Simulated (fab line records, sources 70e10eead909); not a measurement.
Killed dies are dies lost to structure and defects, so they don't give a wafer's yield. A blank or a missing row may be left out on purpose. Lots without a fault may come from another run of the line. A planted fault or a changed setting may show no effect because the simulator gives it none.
A struck lot beside a sound one | flow nand_harc | 14 steps out of a route of 1159
Sound: wafers L873.3, L873.4, L873.6. Struck: wafer L891.2. (L891.1, L891.6 of the same lot were not struck and are left out.) The cause comes at the end.
At each step with rows: each side's tool, then ch and its chambers, then its first start. Under that, the readings that differ: sound wafers | struck wafers | difference of the means | sigmas: that difference in standard deviations of wafers without a fault.
alike: readings whose means differ by less than 2 such deviations, and words and numbers that are the same on both sides. not compared: withheld readings, readings that some wafer has no value for, bounds like >300 that may hide the same value, and numbers for which the record gives no deviation and whose values overlap.
The two part at a step that has a row with sigmas, a row that says differs or no value, or rows on one side only. Numbers that don't overlap but have no deviation are shown without sigmas and don't part them. A reading that every wafer of one side lacks parts them only if that side has two wafers or more.

first, 7 steps without rows for these wafers: NHARC_A_CONTACT_COAT_35 (time 65 s); NHARC_A_CONTACT_COAT_36 (resist thk 90 nm); NHARC_A_CONTACT_SOFTBAKE_37 (time 55 s); NHARC_A_CONTACT_EBR_38; NHARC_A_CONTACT_EXPOSE_39 (exposes mask A CC 3); NHARC_A_CONTACT_PEB_40 (peb time 65 s); NHARC_A_CONTACT_DEVELOP_41 (develop time 35 s).
NHARC_A_CONTACT_CD_MEAS_42: target cd 200 nm.
  sound on cd_sem-03 ch 0, day 17 04:44; struck on cd_sem-02 ch 0, day 22 00:56
  alike: cd_nm
NHARC_A_CONTACT_OVL_MEAS_43:
  sound on overlay-01, day 17 04:50; struck on overlay-02, day 22 01:02
  reading           | sound         | struck | difference | sigmas
  overlay_y_nm (nm) | -0.4 -0.1 0.3 | -1.7   | -1.6       | -2
  alike: overlay_x_nm
NHARC_A_CONTACT_INSPECT_44:
  sound on defect_inspect-02, day 17 04:52; struck on defect_inspect-01, day 22 01:04
  alike: raw_defect_count
NHARC_A_CONTACT_DESCUM_47: chemistry O2, time 3 s.
  sound on rie_diel-06 ch 2,3, day 17 04:56; struck on rie_diel-06 ch 0, day 22 01:08
  reading               | sound             | struck | difference | sigmas
  oes_product_au (a.u.) | 0.984 0.991 0.986 | 1.012  | +0.025     | +2
  alike: drypump_motor_current_A, rf_vpp_V, showerhead_plenum_p_Torr, throttle_valve_pct
  not compared: rf_hours_counter_h
NHARC_A_CONTACT_ETCH_48: etches the open film in CF4, target depth 39 nm, time 65 s.
  sound on rie_diel-06 ch 2,3, day 17 05:02; struck on rie_diel-06 ch 0, day 22 01:14
  alike: bias_w, drypump_motor_current_A, oes_product_au, rf_vpp_V, run_length_s, showerhead_plenum_p_Torr, throttle_valve_pct
  not compared: rf_hours_counter_h
NHARC_A_CONTACT_ETCH_49: etches the open film in N2/H2, target depth 260 nm, time 475.3 s.
  sound on rie_diel-06 ch 1,2,3, day 17 05:07; struck on rie_diel-06 ch 1, day 22 01:21
  reading          | sound             | struck | difference | sigmas
  run_length_s (s) | 496.3 497.5 496.2 | 316.8  | -179.9     | -99 or more
  alike: drypump_motor_current_A, oes_product_au, rf_vpp_V, showerhead_plenum_p_Torr, throttle_valve_pct
  not compared: bias_w, rf_hours_counter_h
NHARC_A_CONTACT_ETCH_50: etches the open film in CF4/CHF3, target depth 84.7 nm, time 42.4 s.
  sound on rie_diel-06 ch 0,1,3; struck on rie_diel-06 ch 3
  reading                | sound                | struck | difference | sigmas
  throttle_valve_pct (%) | 16.801 16.799 16.798 | 16.819 | +0.020     | +2
  alike: bias_w, drypump_motor_current_A, oes_product_au, rf_vpp_V, run_length_s, showerhead_plenum_p_Torr
  not compared: rf_hours_counter_h

WHERE THEY PART
First at NHARC_A_CONTACT_OVL_MEAS_43; last, within this record, at NHARC_A_CONTACT_ETCH_50.

WHY: what the simulator had put in
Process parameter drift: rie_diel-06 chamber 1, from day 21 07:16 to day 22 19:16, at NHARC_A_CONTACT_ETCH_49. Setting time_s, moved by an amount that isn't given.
